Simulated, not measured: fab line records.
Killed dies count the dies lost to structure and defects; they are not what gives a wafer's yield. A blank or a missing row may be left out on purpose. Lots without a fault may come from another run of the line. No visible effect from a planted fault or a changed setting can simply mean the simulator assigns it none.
Commonality check across tools ; flow nand_harc ; 1 lot, 3 wafers sampled

== WHY IT WAS OPENED ==
At NHARC_END_SORT_01 the reading killed_at_periphery is flagged on 1 of 1 lot. Fault-free wafers read 2.9, with a standard deviation of 2.1.
Rule: a lot is flagged in two cases, either no wafer of it has a number, or all its wafers with numbers fall more than 4 standard deviations from that mean. The rest of the lots are taken to be sound.

lot;measured;on;killed_at_periphery, wafer by wafer;flag
L792;day 21 08:00;prober-01;636 647 646;FLAGGED
Flagged lots average 643.0: +640.1 relative to the usual, that is +99 or more standard deviations.

== LOT BY LOT: THE TOOL USED ==
Before the reading, the record contains 3 process steps out of a 1159-step route. Every cell lists first the tool, next ch and the chambers used by the sampled wafers, and last the start.
lot;flag;NHARC_P_ZERO_WELL_EXPOSE_34;NHARC_P_ZERO_WELL_DESCUM_39;NHARC_P_GATE_DESCUM_13
L792;FLAGGED;krf_scanner-03 ch 0, day 3 09:50;rie_diel-02 ch 1,3, day 3 10:10;no row
What is done by these steps:
- NHARC_P_ZERO_WELL_EXPOSE_34: exposes mask P PWELL, target cd 720 nm.
- NHARC_P_ZERO_WELL_DESCUM_39: chemistry O2, time 3 s.
- NHARC_P_GATE_DESCUM_13: chemistry O2, time 3 s.
- NHARC_END_SORT_01

== FLAGGED OVER TOTAL, TOOL BY TOOL (the gauges that took the reading come last) ==
step;tool;lots run;flagged;share of the flagged lots;sound lots run after its first flagged lot
NHARC_P_ZERO_WELL_EXPOSE_34;krf_scanner-03;1;1;all;0
NHARC_P_ZERO_WELL_DESCUM_39;rie_diel-02;1;1;all;0
NHARC_END_SORT_01;prober-01;1;1;all;0

== WHAT THE TABLE PERMITS ==
Every flagged lot was run by 3 rows of the table: krf_scanner-03 at NHARC_P_ZERO_WELL_EXPOSE_34, rie_diel-02 at NHARC_P_ZERO_WELL_DESCUM_39 and prober-01 at NHARC_END_SORT_01.
- krf_scanner-03 at NHARC_P_ZERO_WELL_EXPOSE_34: 1 of its 1 lot flagged. With no sound lot run before its first flagged lot in this sample, there is nothing to narrow down the start.
- rie_diel-02 at NHARC_P_ZERO_WELL_DESCUM_39: 1 of its 1 lot flagged. With no sound lot run before its first flagged lot in this sample, there is nothing to narrow down the start.
- prober-01 at NHARC_END_SORT_01: 1 of its 1 lot flagged. With no sound lot run before its first flagged lot in this sample, there is nothing to narrow down the start.
A lot count leaves these 3 tools indistinguishable: every one of them fits a fault beginning at some hour. More lots, or a look at what each step does to the wafer, might.

== WHAT THE SIMULATOR HAD PUT IN ==
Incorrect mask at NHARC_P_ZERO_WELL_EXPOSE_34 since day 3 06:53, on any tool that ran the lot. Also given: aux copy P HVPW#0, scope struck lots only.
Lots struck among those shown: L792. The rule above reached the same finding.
